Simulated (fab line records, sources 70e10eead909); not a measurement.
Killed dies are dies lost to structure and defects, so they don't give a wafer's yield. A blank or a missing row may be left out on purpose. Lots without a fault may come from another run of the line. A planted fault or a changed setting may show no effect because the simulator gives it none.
fab line records | flow nand_harc
record lots=5 wafers=15 last_day=27
route steps=1302 shown THIN_TSV@1266 END@1301
lots that met no fault: from a run of the same line without faults
start_h: hours from the record's first day to the start of the lot's first wafer shown | wait_h: hours since the lot's step before | " the same as in the row above | L1.1+2: a row that stands for several wafers | - no value, or no start given | * or withheld: withheld | < > ~ a bound
route shown NAME@n: a module of which the file shows steps, and the number in the route of the first | usual: mean/standard deviation of fault-free wafers | same: alike in all rows | chamber/n: place in a boat | sites: the reading at each site | _std_site: their standard deviation | _edge_site: outer sites' mean less inner sites' | radius_mm: how far each site lies from the wafer's centre | mask NAME#n: copy n | behind: the tool/chamber that last shaped the wafer | hold: why the lot was held/for how many hours/how that ended | device: the transistor (n, p or np) that didn't switch | end of line: the same wafers' tests at the end of the route | a step without rows: its recipe alone | killed: dies lost to structure and defects at the first sort, not the wafer's yield | map: a wafer's dies, x killed, . not, _ none there
set.NAME: the setting as run; set.NAME@STEP: as run at that earlier step | model.NAME: the simulator's own value behind a step, which no gauge read
lots at some steps of the route; a table a step, a row a wafer
services: from which hour (start_h, from the record's first day; less than 0 if before it) a tool's chamber was out of use, for how many hours, and why
## steps
# step NHARC_THIN_TSV_STRIP_46
# recipe time_s=1200 temp_c=72.5 chemistry=post_etch_residue_remover
# columns lot.wafer tool chamber start_h wait_h
L074.5+4+3 wet_bench-08 4,5,7 550.23 0.1
L076.6+2+3 wet_bench-10 0,1,2 565.93 0.1
L075.3+2+6 wet_bench-10 0,2,3 570.30 0.2
L079.3+1+6 wet_bench-10 7,3,4 600.93 0.2
L083.1+2+5 wet_bench-10 1,2,4 639.34 0.3
# step NHARC_THIN_TSV_DEP_47
# recipe target_thk_a=2000 temp_c=withheld pressure_torr=6.5 rf_w=900 teos_flow_sccm=161.4 flow_sccm=2650 target_thk_nm=200 gas=O2 material=SiO2
# usual throttle_valve_pct=16.2/0.58
# columns lot.wafer tool chamber start_h wait_h throttle_valve_pct
L074.3 pecvd-04 1 550.67 - 16.5
L074.5 " 1 " " 16.3
L074.4 " 0 " " 16.2
L076.3 pecvd-04 1 566.38 - 16.4
L076.2 " 0 " " 16.1
L076.6 " 0 " " 16.3
L075.2 pecvd-04 1 570.76 - 16.7
L075.3 " 2 " " 15.9
L075.6 " 2 " " 15.9
L079.1 pecvd-04 1 601.38 - 16.8
L079.3 " 2 " " 16.1
L079.6 " 1 " " 16.4
L083.2 pecvd-01 1 639.78 - 16.1
L083.1 " 0 " " 16.4
L083.5 " 1 " " 16.3
# step NHARC_THIN_TSV_ETCHBACK_48
# recipe target_depth_a=10285 over_etch_frac=0.3 time_s=405.17 ion_energy_ev=250 c4f8_flow_sccm=withheld ar_flow_sccm=withheld rf_w=600 bias_w=300 chemistry=C4F8/Ar
# usual bias_w=300.0/0.88 oes_product_au=0.94/0.032 rf_vpp_V=547.5/2.9
# columns lot.wafer tool chamber start_h wait_h bias_w oes_product_au rf_hours_counter_h rf_vpp_V
L074.3 rie_diel-03 1 551.08 - 299.2 0.91 4.0 546.3
L074.4 " 3 " " 300.2 0.93 4.0 547.2
L074.5 " 2 " " 299.4 0.93 - 550.2
L076.3 rie_diel-03 1 566.78 - 299.4 0.92 4.6 546.7
L076.2 " 2 " " 300.8 0.91 4.6 549.8
L076.6 " 2 " " 300.4 0.93 - 549.8
L075.2 rie_diel-13 0 571.20 - 299.1 1.00 0.6 544.8
L075.3 " 2 " " 300.3 1.01 3.0 551.8
L075.6 " 3 " " 299.6 1.01 - 541.6
L079.3 rie_diel-13 0 601.79 - 300.3 0.92 2.6 544.4
L079.1 " 2 " " 300.1 0.93 4.2 548.5
L079.6 " 0 " " 300.2 0.91 - 545.5
L083.1 rie_diel-13 1 640.18 - 301.5 0.95 7.3 548.5
L083.2 " 2 " " 299.9 0.94 7.3 549.5
L083.5 " 2 " " 299.4 0.92 - 549.7
# step NHARC_THIN_TSV_STRIP_62
# recipe power_w=1500 temp_c=250 time_s=20 chemistry=N2/H2
# usual drypump_motor_current_A=5.09/0.22 heater_power_w=345/29
# columns lot.wafer tool chamber start_h wait_h drypump_motor_current_A heater_power_w rf_hours_counter_h
L074.4 plasma_asher-01 1 551.48 - 5.59 422 -
L074.3 " 0 " " 5.00 325 -
L074.5 " 1 " " 5.59 418 -
L076.2 plasma_asher-02 0 567.16 - 5.20 317 28
L076.3 " 1 " " 4.89 349 -
L076.6 " 0 " " 5.21 319 -
L075.2 plasma_asher-02 0 572.01 - 5.19 325 30
L075.3 " 1 " " 4.89 355 -
L075.6 " 0 " " 5.18 317 -
L079.1 plasma_asher-01 1 602.17 - 5.54 418 14
L079.3 " 0 " " 5.04 323 -
L079.6 " 1 " " 5.55 418 -
L083.1 plasma_asher-02 1 640.53 - 4.87 375 7
L083.2 " 0 " " 5.20 320 7
L083.5 " 1 " " 4.87 365 -
# step NHARC_THIN_TSV_DEGAS_49
# recipe temp_c=300 time_s=120
# usual heater_power_w=488/56
# columns lot.wafer tool chamber start_h wait_h heater_power_w
L074.4 pvd_sputter-03 - 551.62 0.1 445
L074.3 " - " " 542
L074.5 " - " " 502
L076.2 pvd_sputter-01 - 567.33 0.1 451
L076.3 " - " " 539
L076.6 " - " " 456
L075.2 pvd_sputter-03 - 572.18 0.1 545
L075.3 " - " " 538
L075.6 " - " " 493
L079.3 pvd_sputter-03 - 602.32 0.1 452
L079.1 " - " " 494
L079.6 " - " " 460
L083.1 pvd_sputter-02 - 640.71 0.2 616
L083.2 " - " " 415
L083.5 " - " " 494
# step NHARC_THIN_TSV_PRE_CLEAN_50
# recipe time_s=30 temp_c=280 gas=H2/He
# usual heater_power_w=428/48
# columns lot.wafer tool chamber start_h wait_h heater_power_w
L074.4 pvd_sputter-03 - - - 479
L074.3 " - " " 466
L074.5 " - " " 476
L076.2 pvd_sputter-01 - - - 391
L076.3 " - " " 424
L076.6 " - " " 394
L075.2 pvd_sputter-03 - - - 474
L075.3 " - " " 453
L075.6 " - " " 435
L079.3 pvd_sputter-03 - - - 471
L079.1 " - " " 434
L079.6 " - " " 461
L083.1 pvd_sputter-02 - - - 442
L083.2 " - " " 550
L083.5 " - " " 444
# step NHARC_THIN_TSV_PVD_19
# recipe target_thk_a=200 chamber_pressure_pa=5 material=TaN
# usual throttle_valve_pct=30.5/0.88
# columns lot.wafer tool chamber start_h wait_h throttle_valve_pct
L074.4 pvd_sputter-03 - - - 30.3
L074.3 " - " " 30.2
L074.5 " - " " 30.5
L076.3 pvd_sputter-01 - - - 30.8
L076.2 " - " " 28.9
L076.6 " - " " 28.9
L075.3 pvd_sputter-03 - - - 30.3
L075.2 " - " " 31.9
L075.6 " - " " 31.1
L079.3 pvd_sputter-03 - - - 30.2
L079.1 " - " " 30.3
L079.6 " - " " 29.8
L083.2 pvd_sputter-02 - - - 29.6
L083.1 " - " " 29.9
L083.5 " - " " 31.6
# step NHARC_THIN_TSV_PVD_51
# recipe target_thk_a=1000 chamber_pressure_pa=5 material=Cu
# usual throttle_valve_pct=30.5/0.94
# columns lot.wafer tool chamber start_h wait_h throttle_valve_pct
L074.3 pvd_sputter-03 - - - 31.1
L074.4 " - " " 31.8
L074.5 " - " " 30.5
L076.3 pvd_sputter-01 - - - 30.9
L076.2 " - " " 29.1
L076.6 " - " " 29.2
L075.3 pvd_sputter-03 - - - 30.5
L075.2 " - " " 29.9
L075.6 " - " " 31.5
L079.3 pvd_sputter-03 - - - 30.2
L079.1 " - " " 30.6
L079.6 " - " " 31.1
L083.2 pvd_sputter-02 - - - 29.3
L083.1 " - " " 30.1
L083.5 " - " " 31.6
# step NHARC_THIN_TSV_ECD_20
# recipe target_thk_a=20000 material=Cu
# columns lot.wafer tool chamber start_h wait_h
L074.4+3+5 ecd_cu-01 1,0,0 552.27 -
L076.2+3+6 ecd_cu-02 1,0,0 567.86 -
L075.2+3+6 ecd_cu-01 0 572.74 -
L079.1+3+6 ecd_cu-01 1,0,0 602.77 -
L083.1+2+5 ecd_cu-02 0,1,0 641.16 -
# step NHARC_THIN_TSV_ANNEAL_52
# recipe temp_c=225 time_s=90
# usual wafer_temp_C_max=226.0/0.37
# columns lot.wafer tool chamber start_h wait_h wafer_temp_C_max
L074.3 rtp_anneal-01 0 552.90 0.4 225.7
L074.4 " 0 " " 226.0
L074.5 " 0 " " 226.2
L076.2 rtp_anneal-02 0 568.58 0.6 225.3
L076.3 " 0 " " 225.4
L076.6 " 0 " " 225.8
L075.2 rtp_anneal-02 0 573.42 0.6 225.6
L075.3 " 0 " " 225.7
L075.6 " 0 " " 225.6
L079.1 rtp_anneal-02 0 603.51 0.6 225.8
L079.3 " 0 " " 225.4
L079.6 " 0 " " 225.6
L083.1 rtp_anneal-01 0 641.89 0.6 226.1
L083.2 " 0 " " 226.9
L083.5 " 0 " " 226.1
# step NHARC_THIN_TSV_CMP_21
# recipe t_overpolish_s=30 target_thk_nm=2000
# usual motor_current_A=11.8/1.2 overpolish_run_s=30.000/0.0086
# columns lot.wafer tool chamber start_h wait_h motor_current_A overpolish_run_s
L074.3 cmp-02 3 553.20 - 10.3 29.998
L074.4 " 0 " " 11.4 29.986
L074.5 " 2 " " 13.3 29.991
L076.2 cmp-02 3 568.88 - 10.0 30.005
L076.3 " 2 " " 13.1 30.000
L076.6 " 0 " " 11.0 30.012
L075.3 cmp-04 2 573.71 - 14.9 29.997
L075.2 " 0 " " 12.5 29.984
L075.6 " 3 " " 10.7 29.986
L079.1 cmp-01 1 603.88 - 10.7 30.008
L079.3 " 3 " " 11.6 30.013
L079.6 " 1 " " 10.0 29.998
L083.1 cmp-04 0 642.29 - 12.2 29.997
L083.2 " 2 " " 14.3 29.998
L083.5 " 3 " " 10.9 30.003
# step NHARC_THIN_TSV_SRD_23
# columns lot.wafer tool chamber start_h wait_h
L074.5+3+4 wet_bench-08 3,5,7 553.50 0.0
L076.3+6+2 wet_bench-10 5,6,7 569.25 0.1
L075.6+2+3 wet_bench-10 3,5,7 574.07 0.0
L079.1+3+6 wet_bench-08 1,2,3 604.24 0.1
L083.1+5+2 wet_bench-08 2,3,6 642.62 0.0
# step NHARC_THIN_TSV_DEGAS_53
# recipe temp_c=300 time_s=60
# usual heater_power_w=484/52
# columns lot.wafer tool chamber start_h wait_h heater_power_w
L074.3 pvd_sputter-02 - 553.60 0.1 595
L074.4 " - " " 465
L074.5 " - " " 499
L076.2 pvd_sputter-01 - 569.35 0.1 434
L076.3 " - " " 509
L076.6 " - " " 455
L075.2 pvd_sputter-02 - 574.16 0.1 462
L075.3 " - " " 609
L075.6 " - " " 463
L079.1 pvd_sputter-01 - 604.33 0.1 465
L079.3 " - " " 438
L079.6 " - " " 539
L083.1 pvd_sputter-03 - 642.73 0.1 498
L083.2 " - " " 445
L083.5 " - " " 544
# step NHARC_THIN_TSV_PRE_CLEAN_54
# recipe time_s=30 temp_c=280 gas=H2/He
# usual heater_power_w=425/46
# columns lot.wafer tool chamber start_h wait_h heater_power_w
L074.4 pvd_sputter-02 - 553.66 0.0 411
L074.3 " - " " 354
L074.5 " - " " 351
L076.2 pvd_sputter-01 - 569.40 0.0 408
L076.3 " - " " 389
L076.6 " - " " 411
L075.2 pvd_sputter-02 - 574.24 0.1 442
L075.3 " - " " 355
L075.6 " - " " 433
L079.1 pvd_sputter-01 - 604.41 0.1 471
L079.3 " - " " 386
L079.6 " - " " 472
L083.1 pvd_sputter-03 - 642.79 0.0 468
L083.2 " - " " 431
L083.5 " - " " 464
# step NHARC_THIN_TSV_PVD_55
# recipe target_thk_a=500 material=TiN
# columns lot.wafer tool chamber start_h wait_h
L074.3+4+5 pvd_sputter-02 - 553.78 0.1
L076.2+3+6 pvd_sputter-01 - 569.48 0.1
L075.2+3+6 pvd_sputter-02 - 574.35 0.1
L079.3+1+6 pvd_sputter-01 - 604.47 0.0
L083.2+1+5 pvd_sputter-03 - 642.89 0.1
# step NHARC_THIN_TSV_PVD_24
# recipe target_thk_a=8000 power_w=withheld chamber_pressure_pa=withheld substrate_temp_c=withheld time_s=withheld gas=Ar material=Al
# columns lot.wafer tool chamber start_h wait_h
L074.3+4+5 pvd_sputter-02 - 553.95 0.1
L076.3+2+6 pvd_sputter-01 - 569.68 0.2
L075.3+2+6 pvd_sputter-02 - 574.46 0.1
L079.3+1+6 pvd_sputter-01 - 604.62 0.1
L083.1+2+5 pvd_sputter-03 - 643.13 0.2
# step NHARC_THIN_TSV_DEHYDRATE_25
# recipe temp_c=150 time_s=120
# columns lot.wafer tool chamber start_h wait_h
L074.3+4+5 litho_track-05 0 554.31 -
L076.2+3+6 litho_track-03 0 570.04 -
L075.2+3+6 litho_track-03 0 574.88 -
L079.1+3+6 litho_track-03 0 605.04 -
L083.1+2+5 litho_track-07 0 643.44 -
# step NHARC_THIN_TSV_HMDS_26
# recipe time_s=30
# columns lot.wafer tool chamber start_h wait_h
L074.3+4+5 litho_track-05 0 - -
L076.2+3+6 litho_track-03 0 - -
L075.2+3+6 litho_track-03 0 - -
L079.1+3+6 litho_track-03 0 - -
L083.1+2+5 litho_track-07 0 - -
# step NHARC_THIN_TSV_COAT_27
# recipe spin_rpm=*
# columns lot.wafer tool chamber start_h wait_h
L074.3+4+5 litho_track-05 0 - -
L076.2+3+6 litho_track-03 0 - -
L075.2+3+6 litho_track-03 0 - -
L079.1+3+6 litho_track-03 0 - -
L083.1+2+5 litho_track-07 0 - -
# step NHARC_THIN_TSV_SOFTBAKE_28
# recipe temp_c=122 time_s=95
# columns lot.wafer tool chamber start_h wait_h
L074.3+4+5 litho_track-05 0 - -
L076.2+3+6 litho_track-03 0 - -
L075.2+3+6 litho_track-03 0 - -
L079.1+3+6 litho_track-03 0 - -
L083.1+2+5 litho_track-07 0 - -
# step NHARC_THIN_TSV_EBR_29
# columns lot.wafer tool chamber start_h wait_h
L074.3+4+5 litho_track-05 0 - -
L076.2+3+6 litho_track-03 0 - -
L075.2+3+6 litho_track-03 0 - -
L079.1+3+6 litho_track-03 0 - -
L083.1+2+5 litho_track-07 0 - -
# step NHARC_THIN_TSV_EXPOSE_30
# recipe na=0.55 dose_mj=11.47 mask_id=PAD
# usual stage_vel_mm_s=500.04/0.26
# same na=0.55
# columns lot.wafer tool chamber start_h wait_h mask stage_vel_mm_s
L074.3 krf_scanner-03 0 554.59 - PAD#0 500.19
L074.4 " 0 " " PAD#0 500.22
L074.5 " 0 " " PAD#0 500.24
L076.2 krf_scanner-02 0 570.31 - PAD#0 500.35
L076.3 " 0 " " PAD#0 500.31
L076.6 " 0 " " PAD#0 500.21
L075.2 krf_scanner-02 0 575.03 - PAD#0 500.08
L075.3 " 0 " " PAD#0 500.52
L075.6 " 0 " " PAD#0 499.83
L079.1 krf_scanner-02 0 605.31 - PAD#0 500.49
L079.3 " 0 " " PAD#0 500.63
L079.6 " 0 " " PAD#0 500.57
L083.1 krf_scanner-04 0 643.71 - PAD#0 500.07
L083.2 " 0 " " PAD#0 499.86
L083.5 " 0 " " PAD#0 499.68
# step NHARC_THIN_TSV_PEB_31
# recipe peb_temp_c=118 peb_time_s=85
# columns lot.wafer tool chamber start_h wait_h
L074.3+4+5 litho_track-07 0 554.64 0.1
L076.2+3+6 litho_track-03 0 570.38 0.1
L075.2+3+6 litho_track-03 0 575.09 0.1
L079.1+3+6 litho_track-05 0 605.38 0.1
L083.1+2+5 litho_track-05 0 643.77 0.1
# step NHARC_THIN_TSV_DEVELOP_32
# recipe time_s=70
# columns lot.wafer tool chamber start_h wait_h
L074.3+4+5 litho_track-07 0 - -
L076.2+3+6 litho_track-03 0 - -
L075.2+3+6 litho_track-03 0 - -
L079.1+3+6 litho_track-05 0 - -
L083.1+2+5 litho_track-05 0 - -
# step NHARC_THIN_TSV_CD_MEAS_33
# recipe target_cd_nm=5000 landing_energy_ev=500
# usual cd_nm=4999.9/2.7
# columns lot.wafer tool chamber start_h wait_h cd_nm
L074.3 cd_sem-02 0 554.74 - 5004.0
L074.4 " 0 " " 5001.6
L074.5 " 0 " " 5002.0
L076.2 cd_sem-01 0 570.48 - 4999.0
L076.3 " 0 " " 4998.9
L076.6 " 0 " " 4998.7
L075.2 cd_sem-03 0 575.18 - 4996.7
L075.3 " 0 " " 4995.8
L075.6 " 0 " " 4996.5
L079.1 cd_sem-03 0 605.47 - 5001.3
L079.3 " 0 " " 4998.4
L079.6 " 0 " " 4995.9
L083.1 cd_sem-02 0 643.86 - 4994.9
L083.2 " 0 " " 4999.9
L083.5 " 0 " " 5000.3
# step NHARC_THIN_TSV_HARDBAKE_34
# recipe temp_c=125 time_s=80
# columns lot.wafer tool chamber start_h wait_h
L074.3+4+5 litho_track-07 0 554.82 -
L076.2+3+6 litho_track-03 0 570.56 -
L075.2+3+6 litho_track-07 0 575.26 -
L079.1+3+6 litho_track-03 0 605.55 -
L083.1+2+5 litho_track-03 0 643.94 -
# step NHARC_THIN_TSV_DESCUM_35
# recipe time_s=3 o2_flow_sccm=200 ar_flow_sccm=0 bias_power_w=0 chemistry=O2
# usual drypump_motor_current_A=5.8/0.4 oes_product_au=1.002/0.014 rf_vpp_V=58.1/0.85 showerhead_plenum_p_Torr=1.94/0.066 throttle_valve_pct=11.310/0.0097
# columns lot.wafer tool chamber start_h wait_h drypump_motor_current_A oes_product_au rf_hours_counter_h rf_vpp_V showerhead_plenum_p_Torr throttle_valve_pct
L074.4 rie_diel-11 2 554.90 - 5.9 1.016 9.8 57.5 1.94 11.312
L074.3 " 3 " " 6.2 0.994 8.5 57.5 2.01 11.312
L074.5 " 1 " " 6.4 1.028 - 57.0 2.01 11.290
L076.3 rie_diel-03 3 570.65 - 5.3 1.019 5.2 56.8 1.91 11.310
L076.2 " 1 " " 6.2 0.996 5.1 58.0 1.89 11.323
L076.6 " 3 " " 5.3 1.018 - 57.2 1.91 11.306
L075.3 rie_diel-03 3 575.34 - 5.3 1.013 5.5 58.3 1.91 11.307
L075.2 " 2 " " 6.2 0.998 5.4 58.0 1.98 11.305
L075.6 " 0 " " 5.3 0.988 - 58.1 2.02 11.309
L079.1 rie_diel-03 1 605.63 - 6.2 1.002 6.5 56.5 1.88 11.312
L079.3 " 0 " " 5.3 0.998 - 58.3 2.02 11.304
L079.6 " 0 " " 5.3 1.005 - 58.1 2.02 11.316
L083.1 rie_diel-13 2 644.05 - 5.7 1.018 7.5 59.1 1.99 11.304
L083.2 " 3 " " 5.5 0.995 7.8 58.8 1.78 11.301
L083.5 " 1 " " 6.0 1.036 - 58.0 1.94 11.307
# step NHARC_THIN_TSV_ETCH_59
# recipe target_depth_a=8800 icp_w=900 bias_w=100 Cl2_flow_sccm=60 bcl3_flow_sccm=30 time_s=138.1 chemistry=Cl2/BCl3
# usual bias_w=100.01/0.29 drypump_motor_current_A=5.7/0.59 oes_product_au=0.998/0.01 throttle_valve_pct=22.263/0.0088
# columns lot.wafer tool chamber start_h wait_h bias_w drypump_motor_current_A oes_product_au rf_hours_counter_h throttle_valve_pct
L074.4 rie_metal-01 1 555.09 0.2 100.31 6.0 1.010 - 22.266
L074.3 " 0 " " 100.19 5.6 1.017 - 22.270
L074.5 " 0 " " 100.13 5.6 1.005 - 22.262
L076.2 rie_metal-03 0 570.81 0.1 100.24 4.8 1.011 0.6 22.270
L076.3 " 1 " " 99.87 6.3 0.992 - 22.254
L076.6 " 0 " " 99.95 4.8 0.999 - 22.259
L075.2 rie_metal-02 1 575.47 0.1 100.19 5.9 0.990 2.2 22.270
L075.3 " 1 " " 100.36 5.9 0.985 - 22.264
L075.6 " 0 " " 100.50 6.0 0.994 - 22.260
L079.1 rie_metal-03 1 605.86 0.2 100.00 6.3 1.018 1.3 22.250
L079.3 " 0 " " 100.04 4.8 1.020 - 22.253
L079.6 " 0 " " 99.87 4.8 1.017 - 22.265
L083.1 rie_metal-03 0 644.15 0.1 100.29 4.8 1.007 2.6 22.263
L083.2 " 1 " " 100.01 6.3 0.990 2.6 22.251
L083.5 " 0 " " 99.86 4.8 1.010 - 22.259
# step NHARC_THIN_TSV_ETCH_36
# recipe target_depth_a=650 over_etch_frac=0.3 time_s=18.571 ion_energy_ev=150 chemistry=Cl2/BCl3
# usual drypump_motor_current_A=5.7/0.59 oes_product_au=0.995/0.011
# columns lot.wafer tool chamber start_h wait_h drypump_motor_current_A oes_product_au rf_hours_counter_h
L074.3 rie_metal-01 0 555.29 0.1 5.6 1.002 -
L074.4 " 1 " " 6.0 0.993 -
L074.5 " 1 " " 6.0 0.996 -
L076.2 rie_metal-03 0 571.04 0.2 4.8 1.007 0.7
L076.3 " 0 " " 4.8 1.003 -
L076.6 " 1 " " 6.3 0.991 -
L075.2 rie_metal-02 1 575.73 0.2 5.9 0.970 2.4
L075.3 " 1 " " 5.9 0.986 -
L075.6 " 0 " " 6.0 0.994 -
L079.1 rie_metal-03 0 606.09 0.2 4.8 1.011 1.5
L079.3 " 1 " " 6.3 0.996 -
L079.6 " 1 " " 6.3 1.003 -
L083.2 rie_metal-03 0 644.40 0.2 4.8 1.021 2.8
L083.1 " 1 " " 6.3 0.997 2.8
L083.5 " 1 " " 6.3 0.997 -
# step NHARC_THIN_TSV_STRIP_56
# recipe power_w=1500 temp_c=250 chemistry=O2
# usual drypump_motor_current_A=5.20/0.27 heater_power_w=355/38
# columns lot.wafer tool chamber start_h wait_h drypump_motor_current_A heater_power_w rf_hours_counter_h
L074.4 plasma_asher-01 1 555.47 0.2 5.58 430 -
L074.3 " 0 " " 5.03 321 -
L074.5 " 0 " " 5.03 320 -
L076.2 plasma_asher-01 1 571.81 0.8 5.58 424 9
L076.3 " 0 " " 5.04 319 -
L076.6 " 0 " " 5.03 318 -
L075.2 plasma_asher-02 0 575.83 0.1 5.21 318 31
L075.3 " 0 " " 5.21 314 -
L075.6 " 1 " " 4.86 346 -
L079.1 plasma_asher-01 0 606.24 0.1 5.03 315 15
L079.3 " 1 " " 5.58 412 -
L079.6 " 1 " " 5.59 417 -
L083.2 plasma_asher-01 0 644.50 0.1 5.04 317 24
L083.1 " 1 " " 5.59 416 24
L083.5 " 1 " " 5.58 418 -
# step NHARC_THIN_TSV_STRIP_57
# recipe time_s=1200 temp_c=72.5 chemistry=post_etch_residue_remover
# columns lot.wafer tool chamber start_h wait_h
L074.3+4+5 wet_bench-08 3,4,5 555.75 0.2
L076.6+2+3 wet_bench-08 3,6,7 572.16 0.1
L075.6+2+3 wet_bench-10 6,7,3 576.17 0.1
L079.1+6+3 wet_bench-08 1,3,5 606.55 0.3
L083.5+2+1 wet_bench-08 7,0,1 644.88 0.1
# step NHARC_THIN_TSV_CD_MEAS_37
# usual cd_nm=5001/4.1
# columns lot.wafer tool chamber start_h wait_h cd_nm
L074.3 cd_sem-01 - 556.25 - 5009
L074.4 " - " " 5008
L074.5 " - " " 5005
L076.2 cd_sem-03 - 572.61 - 5000
L076.3 " - " " 5003
L076.6 " - " " 4998
L075.2 cd_sem-03 - 576.62 - 4997
L075.3 " - " " 4998
L075.6 " - " " 4994
L079.1 cd_sem-01 - 606.98 - 5001
L079.3 " - " " 4994
L079.6 " - " " 4993
L083.1 cd_sem-01 - 645.29 - 4992
L083.2 " - " " 5000
L083.5 " - " " 4997
# step NHARC_THIN_TSV_ANNEAL_58
# recipe temp_c=400 time_s=1800
# usual spike_tc_bottom_C=425.3/2.9 spike_tc_upper_C=399.6/1.1 zone_power_bottom_pct=6.0/0.5 zone_power_lower_pct=4.43/0.3
# columns lot.wafer tool chamber start_h wait_h spike_tc_bottom_C spike_tc_upper_C zone_power_bottom_pct zone_power_lower_pct
L074.3 furnace-05 0 559.45 3.2 427.5 400.5 5.7 4.53
L074.4 " 0 " " 427.5 398.8 5.6 4.44
L074.5 " 0 " " 427.0 399.6 5.6 4.51
L076.2 furnace-05 0 575.81 3.2 426.7 400.1 5.7 4.47
L076.3 " 0 " " 428.4 401.0 5.5 4.49
L076.6 " 0 " " 427.2 397.7 5.7 4.44
L075.2 furnace-05 0 581.49 4.9 427.8 401.3 5.6 4.57
L075.3 " 0 " " 428.3 399.2 5.6 4.51
L075.6 " 0 " " 428.7 400.4 5.6 4.49
L079.1 furnace-02 0 610.13 3.1 420.3 399.0 6.3 4.61
L079.3 " 0 " " 421.5 398.9 6.4 4.63
L079.6 " 0 " " 421.4 399.5 6.3 4.53
L083.1 furnace-02 0 648.50 3.2 420.4 401.5 6.3 4.61
L083.2 " 0 " " 421.5 398.9 6.4 4.60
L083.5 " 0 " " 421.5 400.1 6.5 4.51
# step NHARC_THIN_TSV_INSPECT_40
# usual raw_defect_count=551/88
# columns lot.wafer tool chamber start_h wait_h raw_defect_count
L074.3 defect_inspect-01 - 560.91 0.4 521
L074.4 " - " " 457
L074.5 " - " " 431
L076.2 defect_inspect-01 - 577.25 0.4 711
L076.3 " - " " 583
L076.6 " - " " 503
L075.2 defect_inspect-02 - 582.95 0.4 419
L075.3 " - " " 497
L075.6 " - " " 452
L079.1 defect_inspect-02 - 611.57 0.4 468
L079.3 " - " " 530
L079.6 " - " " 446
L083.1 defect_inspect-02 - 649.94 0.4 584
L083.2 " - " " 501
L083.5 " - " " 656
# step NHARC_END_WLT_00
# usual VT_DECK1_BOTTOM=0.867/0.009 VT_DECK1_BOTTOM_INNER=0.866/0.0089 VT_DECK1_MEDIAN_NEAR_BOTTOM=0.868/0.0088 VT_DECK1_MEDIAN_NEAR_BOTTOM_INNER=0.868/0.009 VT_DECK1_MIDDLE=0.880/0.0078 VT_DECK1_MIDDLE_INNER=0.880/0.0086 VT_DECK1_TOP=0.893/0.008 VT_DECK1_TOP_INNER=0.892/0.0081 VT_DECK2_BOTTOM=0.867/0.0081 VT_DECK2_BOTTOM_INNER=0.867/0.0084 VT_DECK2_MEDIAN_NEAR_BOTTOM=0.868/0.008 VT_DECK2_MEDIAN_NEAR_BOTTOM_INNER=0.868/0.0083 VT_DECK2_MIDDLE=0.881/0.0072 VT_DECK2_MIDDLE_INNER=0.881/0.0084 VT_DECK2_TOP=0.893/0.0079 VT_DECK2_TOP_INNER=0.893/0.0076
# columns lot.wafer tool chamber start_h wait_h VT_DECK1_BOTTOM VT_DECK1_BOTTOM_INNER VT_DECK1_MEDIAN_NEAR_BOTTOM VT_DECK1_MEDIAN_NEAR_BOTTOM_INNER VT_DECK1_MIDDLE VT_DECK1_MIDDLE_INNER VT_DECK1_TOP VT_DECK1_TOP_INNER VT_DECK2_BOTTOM VT_DECK2_BOTTOM_INNER VT_DECK2_MEDIAN_NEAR_BOTTOM VT_DECK2_MEDIAN_NEAR_BOTTOM_INNER VT_DECK2_MIDDLE VT_DECK2_MIDDLE_INNER VT_DECK2_TOP VT_DECK2_TOP_INNER
L074.3 prober-01 - 564.07 3.2 0.871 0.864 0.875 0.870 0.888 0.892 0.894 0.898 0.859 0.859 0.869 0.854 0.869 0.872 0.882 0.876
L074.4 " - " " 0.880 0.874 0.876 0.871 0.878 0.882 0.894 0.901 0.857 0.850 0.858 0.854 0.867 0.875 0.885 0.887
L074.5 " - " " 0.880 0.875 0.879 0.883 0.890 0.886 0.903 0.898 0.850 0.854 0.856 0.865 0.865 0.870 0.876 0.884
L076.2 prober-02 - 577.81 0.6 0.885 0.882 0.895 0.884 0.891 0.888 0.909 0.911 0.853 0.849 0.856 0.854 0.864 0.870 0.881 0.878
L076.3 " - " " 0.882 0.881 0.884 0.882 0.901 0.905 0.916 0.916 0.869 0.860 0.864 0.862 0.873 0.874 0.875 0.886
L076.6 " - 579.78 2.5 0.874 0.886 0.885 0.884 0.890 0.897 0.906 0.909 0.860 0.856 0.855 0.865 0.874 0.866 0.881 0.885
L075.2 prober-01 - 583.49 0.5 0.875 0.868 0.875 0.869 0.886 0.890 0.901 0.891 0.869 0.853 0.865 0.861 0.871 0.868 0.891 0.883
L075.3 " - " " 0.869 0.870 0.868 0.876 0.888 0.883 0.901 0.903 0.868 0.868 0.860 0.862 0.880 0.876 0.889 0.887
L075.6 " - 585.46 2.5 0.875 0.872 0.864 0.872 0.880 0.880 0.900 0.898 0.871 0.862 0.862 0.863 0.874 0.871 0.892 0.891
L079.1 prober-02 - 611.63 0.1 0.868 0.857 0.876 0.861 0.886 0.877 0.889 0.886 0.869 0.867 0.860 0.867 0.892 0.886 0.895 0.890
L079.3 " - " " 0.856 0.862 0.861 0.862 0.872 0.871 0.892 0.885 0.878 0.866 0.875 0.874 0.891 0.883 0.891 0.885
L079.6 " - 614.10 2.5 0.865 0.860 0.858 0.858 0.874 0.873 0.889 0.884 0.863 0.856 0.868 0.862 0.877 0.874 0.899 0.889
L083.1 prober-01 - 649.99 0.0 0.866 0.869 0.866 0.868 0.890 0.880 0.894 0.897 0.859 0.863 0.860 0.854 0.872 0.879 0.897 0.907
L083.2 " - " " 0.881 0.861 0.874 0.869 0.887 0.896 0.898 0.896 0.861 0.873 0.867 0.863 0.881 0.886 0.893 0.894
L083.5 " - 652.01 2.1 0.875 0.873 0.873 0.877 0.885 0.881 0.893 0.891 0.868 0.878 0.865 0.866 0.883 0.885 0.904 0.890
## services
# columns tool chamber start_h hours kind
cmp-02 - 526.50 4.0 pm
rie_diel-13 0 532.90 18.1 repair
rie_diel-03 - 551.85 0.4 repair
ecd_cu-02 - 555.05 5.0 repair
furnace-02 - 568.94 26.0 pm
rie_metal-01 - 575.00 9.0 pm
cmp-02 - 576.26 2.2 repair
pvd_sputter-01 - 582.00 10.0 pm
ecd_cu-02 - 596.28 8.0 pm
rie_diel-03 2 597.56 10.4 repair
litho_track-07 - 601.00 7.0 pm
rie_diel-03 3 602.56 3.8 repair
plasma_asher-02 - 603.31 9.0 pm
krf_scanner-02 - 610.00 4.0 pm
rie_diel-03 - 612.98 0.4 repair
rie_metal-03 1 616.77 2.0 repair
litho_track-03 - 625.00 7.0 pm
plasma_asher-01 - 628.53 1.2 repair
rie_diel-13 - 629.98 0.6 repair
pecvd-04 - 631.04 13.0 pm
rie_diel-03 - 635.40 9.0 pm
pvd_sputter-02 - 643.50 10.0 pm
rie_metal-03 - 646.21 0.4 repair
wet_bench-08 - 646.49 8.0 pm
## key
fault none
